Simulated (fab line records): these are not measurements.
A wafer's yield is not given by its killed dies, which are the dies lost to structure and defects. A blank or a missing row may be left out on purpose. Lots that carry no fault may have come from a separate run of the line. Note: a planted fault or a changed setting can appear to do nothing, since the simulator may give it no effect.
fab line records | flow nandHarc
record: lots: 5 | wafers: 15 | lastDay: 24
route steps=1159 shown P_ZERO_WELL@14 END@1159
lots with no fault: from the same line, run without faults
startH: start of the lot's first displayed wafer, in hours after the record's first day | waitH: how many hours have passed since the lot's step before this one | " as in the row above | L1.1+2: several wafers, shown together as one row | - either no value or no given start | * or withheld: withheld | < > ~ a bound
route shown NAME@n: names a module that has steps shown in the file, with the first one's number in the route | usual: mean and standard deviation over wafers with no fault | same: alike in all rows | chamber/n: place in a boat | sites: each site's reading | _std_site: the standard deviation of these | _edge_site: mean of outer sites minus mean of inner sites | radiusMm: how far each site lies from the wafer's centre | mask NAME#n: copy n | behind: the last tool/chamber to shape the wafer | hold: reason for holding the lot/hours on hold/outcome of the hold | device: the transistor (n, p or np) that didn't switch | end of line: tests of these same wafers at the route's end | step lacking rows: just its recipe | killed: not the wafer's yield, but the dies lost to structure and defects at the first sort | map: the dies of a wafer, with x for killed, . for not killed, _ for no die there
set.NAME: the setting that was run; set.NAME@STEP: the one run at that earlier step | model.NAME: the simulator's own value behind a step, which no gauge read
lots at selected steps of the route; one table per step, one row per wafer
services: the hour from which a tool's chamber was out of use, counted from the record's first day as startH (under 0 if before that day), plus the number of hours and why
== steps ==
step: NHARC_P_ZERO_WELL_CD_MEAS_11
recipe: targetCdNm: 500 | landingEnergyEv: 500
usual: cdNm: 501.6/1.8
lot.wafer | tool     | chamber | startH | waitH | cdNm
L859.2    | cdSem-01 | 0       | 49.24  | -     | 499.3
L859.4    | "        | 0       | "      | "     | 499.9
L859.6    | "        | 0       | "      | "     | 499.8
L862.1    | cdSem-03 | 0       | 67.13  | -     | 503.5
L862.3    | "        | 0       | "      | "     | 501.8
L862.5    | "        | 0       | "      | "     | 501.0
L863.1    | cdSem-01 | 0       | 73.13  | -     | 501.1
L863.3    | "        | 0       | "      | "     | 503.0
L863.5    | "        | 0       | "      | "     | 502.0
L869.1    | cdSem-01 | 0       | 109.25 | -     | 498.2
L869.2    | "        | 0       | "      | "     | 503.3
L869.5    | "        | 0       | "      | "     | 502.1
L876.3    | cdSem-03 | 0       | 151.25 | -     | 502.2
L876.5    | "        | 0       | "      | "     | 502.9
L876.6    | "        | 0       | "      | "     | 499.4
step: NHARC_P_ZERO_WELL_HARDBAKE_12
recipe: tempC: 118 | timeS: 65
step: NHARC_P_ZERO_WELL_DESCUM_13
recipe: timeS: 3 | o2FlowSccm: 200 | arFlowSccm: 0 | biasPowerW: 0 | chemistry: O2
usual: drypumpMotorCurrentA: 5.7/0.36 | oesProductAu: 1.000/0.011 | rfVppV: 57.8/0.94 | showerheadPlenumPTorr: 1.90/0.072 | throttleValvePct: 11.310/0.0088
lot.wafer | tool       | chamber | startH | waitH | drypumpMotorCurrentA | oesProductAu | rfHoursCounterH | rfVppV | showerheadPlenumPTorr | throttleValvePct
L859.2    | rieDiel-03 | 2       | 49.42  | -     | 6.0                  | 1.002        | 0               | 57.0   | 1.84                  | 11.311
L859.4    | "          | 0       | "      | "     | 5.8                  | 0.992        | 0               | 58.1   | 1.90                  | 11.308
L859.6    | "          | 1       | "      | "     | 6.2                  | 0.984        | -               | 58.1   | 1.98                  | 11.310
L862.3    | rieDiel-05 | 2       | 67.29  | -     | 5.8                  | 0.991        | 6               | 57.7   | 1.87                  | 11.321
L862.1    | "          | 1       | "      | "     | 5.1                  | 1.015        | 5               | 57.0   | 1.80                  | 11.316
L862.5    | "          | 2       | "      | "     | 5.8                  | 0.998        | -               | 57.7   | 1.87                  | 11.295
L863.1    | rieDiel-03 | 0       | 73.28  | -     | 5.9                  | 1.007        | 1               | 57.5   | 1.90                  | 11.309
L863.3    | "          | 1       | "      | "     | 6.1                  | 1.000        | 1               | 59.2   | 1.98                  | 11.303
L863.5    | "          | 1       | "      | "     | 6.1                  | 1.000        | -               | 59.4   | 1.98                  | 11.319
L869.1    | rieDiel-07 | 0       | 109.41 | -     | 6.0                  | 0.988        | 3               | 57.6   | 1.88                  | 11.303
L869.2    | "          | 1       | "      | "     | 5.9                  | 1.020        | 4               | 56.6   | 1.82                  | 11.308
L869.5    | "          | 0       | "      | "     | 6.1                  | 0.992        | -               | 57.0   | 1.88                  | 11.323
L876.3    | rieDiel-07 | 1       | 151.42 | -     | 6.0                  | 1.018        | 7               | 59.0   | 1.82                  | 11.303
L876.6    | "          | 3       | "      | "     | 5.0                  | 1.012        | -               | 57.2   | 1.94                  | 11.328
L876.5    | "          | 0       | "      | "     | 6.0                  | 1.002        | -               | 59.0   | 1.88                  | 11.301
step: NHARC_P_ZERO_WELL_ETCH_65
recipe: targetDepthA: 800 | overetchA: 240 | timeS: 87.88 | ionEnergyEv: 200 | n2FlowSccm: 150 | h2FlowSccm: 150 | arFlowSccm: 0 | rfW: 400 | biasW: 150 | chemistry: N2/H2
usual: drypumpMotorCurrentA: 5.7/0.36 | oesProductAu: 0.998/0.011 | rfVppV: 430.3/2.3 | showerheadPlenumPTorr: 2.03/0.079 | throttleValvePct: 14.171/0.0096
lot.wafer | tool       | chamber | startH | waitH | drypumpMotorCurrentA | oesProductAu | rfHoursCounterH | rfVppV | showerheadPlenumPTorr | throttleValvePct
L859.2    | rieDiel-03 | 0       | 49.51  | 0.1   | 5.9                  | 0.991        | 0               | 429.6  | 2.03                  | 14.174
L859.4    | "          | 1       | "      | "     | 6.1                  | 0.988        | 0               | 432.1  | 2.12                  | 14.176
L859.6    | "          | 3       | "      | "     | 5.5                  | 1.010        | -               | 434.3  | 2.18                  | 14.167
L862.3    | rieDiel-05 | 3       | 67.38  | 0.1   | 5.9                  | 1.007        | 6               | 428.0  | 1.97                  | 14.169
L862.1    | "          | 0       | "      | "     | 5.4                  | 0.985        | 5               | 432.3  | 2.07                  | 14.165
L862.5    | "          | 0       | "      | "     | 5.4                  | 0.977        | -               | 429.6  | 2.07                  | 14.189
L863.3    | rieDiel-03 | 3       | 73.38  | 0.1   | 5.5                  | 1.011        | 1               | 432.9  | 2.18                  | 14.178
L863.1    | "          | 0       | "      | "     | 5.9                  | 0.993        | 1               | 431.1  | 2.03                  | 14.154
L863.5    | "          | 3       | "      | "     | 5.5                  | 0.997        | -               | 433.0  | 2.17                  | 14.166
L869.1    | rieDiel-07 | 3       | 109.50 | 0.1   | 5.1                  | 1.001        | 3               | 430.3  | 2.07                  | 14.157
L869.2    | "          | 0       | "      | "     | 6.1                  | 0.987        | 3               | 431.3  | 2.00                  | 14.174
L869.5    | "          | 3       | "      | "     | 5.0                  | 1.009        | -               | 431.7  | 2.07                  | 14.165
L876.3    | rieDiel-07 | 3       | 151.51 | 0.1   | 5.1                  | 1.012        | 6               | 429.9  | 2.07                  | 14.157
L876.5    | "          | 0       | "      | "     | 6.0                  | 1.000        | -               | 429.3  | 2.00                  | 14.164
L876.6    | "          | 1       | "      | "     | 5.9                  | 1.011        | -               | 429.3  | 1.93                  | 14.171
step: NHARC_P_ZERO_WELL_ETCH_62
recipe: targetDepthA: 130 | timeS: 6.5 | chf3FlowSccm: 50 | arFlowSccm: 200 | rfW: 500 | biasW: 200 | chemistry: CHF3/Ar
usual: drypumpMotorCurrentA: 5.7/0.37 | oesProductAu: 0.963/0.019 | rfVppV: 370.4/2.1 | showerheadPlenumPTorr: 2.33/0.084 | throttleValvePct: 20.216/0.0096
lot.wafer | tool       | chamber | startH | waitH | drypumpMotorCurrentA | oesProductAu | rfHoursCounterH | rfVppV | showerheadPlenumPTorr | throttleValvePct
L859.2    | rieDiel-03 | 3       | -      | -     | 5.5                  | 1.001        | 0               | 374.0  | 2.49                  | 20.211
L859.4    | "          | 0       | "      | "     | 5.9                  | 0.982        | 0               | 370.4  | 2.33                  | 20.238
L859.6    | "          | 2       | "      | "     | 6.0                  | 0.971        | -               | 369.6  | 2.26                  | 20.226
L862.3    | rieDiel-05 | 0       | -      | -     | 5.4                  | 0.932        | 6               | 371.5  | 2.37                  | 20.211
L862.1    | "          | 2       | "      | "     | 5.8                  | 0.949        | 6               | 369.3  | 2.29                  | 20.217
L862.5    | "          | 3       | "      | "     | 5.9                  | 0.966        | -               | 369.8  | 2.27                  | 20.226
L863.3    | rieDiel-03 | 1       | -      | -     | 6.1                  | 0.954        | 1               | 373.0  | 2.42                  | 20.216
L863.1    | "          | 2       | "      | "     | 6.0                  | 0.953        | 1               | 369.4  | 2.26                  | 20.222
L863.5    | "          | 2       | "      | "     | 6.0                  | 0.966        | -               | 368.2  | 2.26                  | 20.220
L869.1    | rieDiel-07 | 3       | -      | -     | 5.1                  | 0.927        | 3               | 370.7  | 2.38                  | 20.223
L869.2    | "          | 1       | "      | "     | 6.0                  | 0.944        | 4               | 367.7  | 2.23                  | 20.216
L869.5    | "          | 0       | "      | "     | 6.0                  | 0.923        | -               | 371.6  | 2.31                  | 20.199
L876.3    | rieDiel-07 | 1       | -      | -     | 5.9                  | 0.994        | 7               | 368.1  | 2.23                  | 20.216
L876.6    | "          | 2       | "      | "     | 5.2                  | 0.981        | -               | 368.3  | 2.27                  | 20.225
L876.5    | "          | 3       | "      | "     | 5.1                  | 0.979        | -               | 371.2  | 2.38                  | 20.211
step: NHARC_P_ZERO_WELL_ETCH_63
recipe: targetDepthA: 1200 | timeS: 40.1 | hbrFlowSccm: 150 | cl2FlowSccm: 50 | rfW: 400 | icpW: 400 | biasW: 100 | chemistry: HBr/Cl2
usual: drypumpMotorCurrentA: 5.9/0.4 | oesProductAu: 1.003/0.009 | throttleValvePct: 26.405/0.0089
lot.wafer | tool     | chamber | startH | waitH | drypumpMotorCurrentA | oesProductAu | rfHoursCounterH | throttleValvePct
L859.2    | rieSi-06 | 2       | 49.67  | -     | 5.7                  | 1.007        | 0.2             | 26.411
L859.4    | "        | 0       | "      | "     | 5.3                  | 1.012        | 0.3             | 26.419
L859.6    | "        | 2       | "      | "     | 5.7                  | 0.982        | -               | 26.393
L862.1    | rieSi-06 | 0       | 67.86  | -     | 5.3                  | 1.000        | 0.4             | 26.423
L862.3    | "        | 1       | "      | "     | 6.5                  | 0.992        | 0.5             | 26.398
L862.5    | "        | 0       | "      | "     | 5.2                  | 1.015        | -               | 26.416
L863.3    | rieSi-04 | 3       | 73.54  | -     | 6.4                  | 1.005        | 1.2             | 26.408
L863.1    | "        | 1       | "      | "     | 5.5                  | 0.987        | 1.4             | 26.401
L863.5    | "        | 3       | "      | "     | 6.4                  | 1.002        | -               | 26.398
L869.1    | rieSi-04 | 2       | 109.67 | -     | 5.7                  | 1.007        | 0.0             | 26.412
L869.2    | "        | 0       | "      | "     | 6.1                  | 1.006        | 0.0             | 26.417
L869.5    | "        | 2       | "      | "     | 5.7                  | 1.009        | -               | 26.407
L876.3    | rieSi-05 | 2       | 151.66 | -     | 5.7                  | 1.009        | 0.9             | 26.391
L876.5    | "        | 2       | "      | "     | 5.7                  | 1.006        | -               | 26.408
L876.6    | "        | 3       | "      | "     | 6.2                  | 0.995        | -               | 26.415
step: NHARC_P_ZERO_WELL_STRIP_15
recipe: timeS: 900 | tempC: 130 | chemistry: SPM
step: NHARC_P_ZERO_WELL_DEHYDRATE_16
recipe: tempC: 150 | timeS: 120
step: NHARC_P_ZERO_WELL_HMDS_17
recipe: timeS: 30
step: NHARC_P_ZERO_WELL_COAT_18
recipe: spinRpm: withheld
step: NHARC_P_ZERO_WELL_SOFTBAKE_19
recipe: tempC: 122 | timeS: 95
step: NHARC_P_ZERO_WELL_EBR_20
step: NHARC_P_ZERO_WELL_EXPOSE_21
recipe: na: 0.6 | targetCdNm: 720 | doseMj: 22.31 | maskId: P_NWELL
lot.wafer  | tool          | chamber | startH | waitH | mask
L859.2+4+6 | krfScanner-01 | 0       | 50.32  | -     | P_NWELL#0
L862.1+3+5 | krfScanner-04 | 0       | 68.64  | -     | P_NWELL#0
L863.1+3+5 | krfScanner-03 | 0       | 74.31  | -     | P_NWELL#0
L869.1+2+5 | krfScanner-01 | 0       | 110.44 | -     | P_HVPW#0
L876.3+5+6 | krfScanner-03 | 0       | 152.44 | -     | P_NWELL#0
step: NHARC_P_ZERO_WELL_PEB_22
recipe: pebTempC: 118 | pebTimeS: 85
step: NHARC_P_ZERO_WELL_DEVELOP_23
recipe: timeS: 70
step: NHARC_P_ZERO_WELL_CD_MEAS_24
recipe: targetCdNm: 720 | landingEnergyEv: 500
usual: cdNm: 720.3/2
lot.wafer | tool     | chamber | startH | waitH | cdNm
L859.2    | cdSem-01 | 0       | 50.47  | -     | 722.0
L859.4    | "        | 0       | "      | "     | 720.7
L859.6    | "        | 0       | "      | "     | 724.1
L862.1    | cdSem-01 | 0       | 68.79  | -     | 723.0
L862.3    | "        | 0       | "      | "     | 722.5
L862.5    | "        | 0       | "      | "     | 719.0
L863.1    | cdSem-03 | 0       | 74.47  | -     | 719.1
L863.3    | "        | 0       | "      | "     | 723.7
L863.5    | "        | 0       | "      | "     | 721.7
L869.1    | cdSem-01 | 0       | 110.60 | -     | -
L869.2    | "        | 0       | "      | "     | -
L869.5    | "        | 0       | "      | "     | -
L876.3    | cdSem-01 | 0       | 152.61 | -     | 721.5
L876.5    | "        | 0       | "      | "     | 719.1
L876.6    | "        | 0       | "      | "     | 720.0
step: NHARC_P_ZERO_WELL_HARDBAKE_25
recipe: tempC: 125 | timeS: 80
step: NHARC_END_SORT_01
recipe: tempC: 25
usual: killedAtArray: 29/11 | killedAtOther: 0.7/1.1 | killedAtPeriphery: 2.9/2.2 | killedDies: 33/11 | killedOpen: 3.1/1.8 | killedShort: 1.9/1.4
same: grossDies: 677
lot.wafer | tool      | chamber | startH | waitH | killedAtArray | killedAtOther | killedAtPeriphery | killedDies | killedOpen | killedShort
L869.1    | prober-01 | 0       | 534.15 | 2.5   | 44            | 0             | 633               | 677        | 4          | 1
L869.2    | prober-01 | 0       | 534.94 | 2.8   | 36            | 0             | 641               | 677        | 0          | 4
L869.5    | prober-01 | 0       | 537.32 | 3.7   | 51            | 0             | 626               | 677        | 5          | 3
killed by level:class
L869.1 P_ZERO_WELL:areaExpose=632 A_CHANNEL_HOLE_D1:chamberFilmFlake=15 A_SLIT:chamberFilmFlake=14 A_STAIRCASE:chamberFilmFlake=6 A_CONTACT:chamberFilmFlake=4 P_M0:geometricParticle:open=1 A_CHANNEL_FILL_D1:geometricParticle:open=1 A_CONTACT:geometricParticle:open=1
L869.2 P_ZERO_WELL:areaExpose=639 A_CHANNEL_HOLE_D1:chamberFilmFlake=15 A_SLIT:chamberFilmFlake=14 A_STAIRCASE:chamberFilmFlake=2 P_CONTACT:geometricParticle:short=1 A_CHANNEL_FILL_D1:geometricParticle:short=1 A_STAIRCASE:geometricParticle:short=1 A_CONTACT:geometricParticle:short=1
L869.5 P_ZERO_WELL:areaExpose=621 A_CHANNEL_HOLE_D1:chamberFilmFlake=23 A_SLIT:chamberFilmFlake=20 P_CONTACT:geometricParticle:open=2 A_ONON_D1:geometricParticle:open=2 A_CONTACT:chamberFilmFlake=2 P_CONTACT:geometricParticle:short=1 A_ONON_D1:geometricParticle:short=1
map L869.1 (x killed, . not)
____________x____________
_________xxxxxxx_________
_______xxxxxxxxxxx_______
______xxxxxxxxxxxxx______
_____xxxxxxxxxxxxxxx_____
____xxxxxxxxxxxxxxxxx____
____xxxxxxxxxxxxxxxxx____
___xxxxxxxxxxxxxxxxxxx___
___xxxxxxxxxxxxxxxxxxx___
__xxxxxxxxxxxxxxxxxxxxx__
__xxxxxxxxxxxxxxxxxxxxx__
_xxxxxxxxxxxxxxxxxxxxxxx_
_xxxxxxxxxxxxxxxxxxxxxxx_
_xxxxxxxxxxxxxxxxxxxxxxx_
_xxxxxxxxxxxxxxxxxxxxxxx_
_xxxxxxxxxxxxxxxxxxxxxxx_
xxxxxxxxxxxxxxxxxxxxxxxxx
xxxxxxxxxxxxxxxxxxxxxxxxx
xxxxxxxxxxxxxxxxxxxxxxxxx
xxxxxxxxxxxxxxxxxxxxxxxxx
xxxxxxxxxxxxxxxxxxxxxxxxx
_xxxxxxxxxxxxxxxxxxxxxxx_
_xxxxxxxxxxxxxxxxxxxxxxx_
_xxxxxxxxxxxxxxxxxxxxxxx_
_xxxxxxxxxxxxxxxxxxxxxxx_
_xxxxxxxxxxxxxxxxxxxxxxx_
__xxxxxxxxxxxxxxxxxxxxx__
__xxxxxxxxxxxxxxxxxxxxx__
___xxxxxxxxxxxxxxxxxxx___
___xxxxxxxxxxxxxxxxxxx___
____xxxxxxxxxxxxxxxxx____
____xxxxxxxxxxxxxxxxx____
_____xxxxxxxxxxxxxxx_____
______xxxxxxxxxxxxx______
_______xxxxxxxxxxx_______
_________xxxxxxx_________
____________x____________
map L859.2 (x killed, . not)
____________.____________
_________......._________
_______..........._______
______.............______
_____..............._____
____...........x...x.____
____.................____
___........x....x.....___
___...................___
__...................x.__
__.................x...__
_......................._
_......................._
_..x...................._
_.....x..............x.._
_......................._
.....................x..x
.....x................x.x
.x....................xxx
....................xx.xx
..........x....x.....x...
_............x.xx...x..x_
_.............xx.....xx._
_..............x..x..x.x_
_...................x..x_
_......................._
__..............x......__
__................x....__
___...................___
___...................___
____.................____
____.................____
_____..............._____
______.............______
_______......x...._______
_________......._________
____________.____________
== services ==
tool          | chamber | startH | hours | kind
rieSi-06      | 0       | 29.32  | 5.0   | repair
krfScanner-03 | -       | 29.61  | 2.2   | repair
rieDiel-07    | 0       | 30.20  | -     | clean
rieDiel-07    | 1       | 30.20  | -     | clean
rieDiel-07    | 2       | 30.20  | -     | clean
rieDiel-07    | 3       | 30.20  | -     | clean
rieDiel-03    | -       | 38.30  | 9.0   | pm
rieDiel-07    | -       | 51.20  | 9.0   | pm
rieSi-05      | -       | 62.00  | 9.0   | pm
krfScanner-01 | -       | 67.03  | 20.0  | repair
rieSi-06      | 0       | 69.53  | 1.9   | repair
krfScanner-04 | -       | 71.78  | 6.3   | repair
rieSi-06      | 3       | 75.18  | 11.7  | repair
rieSi-06      | 2       | 78.37  | 6.5   | repair
krfScanner-01 | -       | 87.06  | 4.0   | pm
rieSi-06      | -       | 94.19  | 0.3   | repair
rieSi-04      | -       | 99.00  | 9.0   | pm
krfScanner-01 | -       | 103.81 | 1.0   | repair
krfScanner-04 | -       | 108.34 | 18.4  | repair
rieSi-05      | 1       | 118.72 | 9.7   | repair
krfScanner-01 | -       | 127.72 | 4.4   | repair
krfScanner-01 | -       | 134.09 | 2.3   | repair
rieDiel-03    | 2       | 134.41 | 12.3  | repair
rieSi-04      | 1       | 147.01 | 3.3   | repair
== key ==
firstSign: step: NHARC_P_ZERO_WELL_EXPOSE_21 | reading: mask | direction: changed
effect: step: NHARC_P_ZERO_WELL_CD_MEAS_24 | reading: cdNm | direction: missing
effect: step: NHARC_END_SORT_01 | reading: killedAtPeriphery | direction: up | sigmas: 99+ | usual: 2.9 | struck: 633.3
moreKillsBornAt: NHARC_P_ZERO_WELL_EXPOSE_21@krfScanner-01: 1892
metAt NHARC_P_ZERO_WELL_EXPOSE_21
struckWafers L869.1,L869.2,L869.5
laterRowsLeftOut L869.1,L869.2,L869.5
testerLeftOut L869
onsetBetween 50.32 110.44
fault: kind: wrongMask | tool: any | chamber: - | onsetH: 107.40 | steps: NHARC_P_ZERO_WELL_EXPOSE_21 | auxCopy: P_HVPW#0 | scope: struckLotsOnly
testerLeftOut: of these lots the tester's yield and bins aren't shown, on N5 and GAA mostly nor the transistor test; their killed dies are dies lost to structure and defects alone, not to doping, threshold or leakage, so they don't give the yield
laterRowsLeftOut: the simulator's readings of these wafers behind a module that went badly wrong aren't trusted and aren't shown, but for the sort
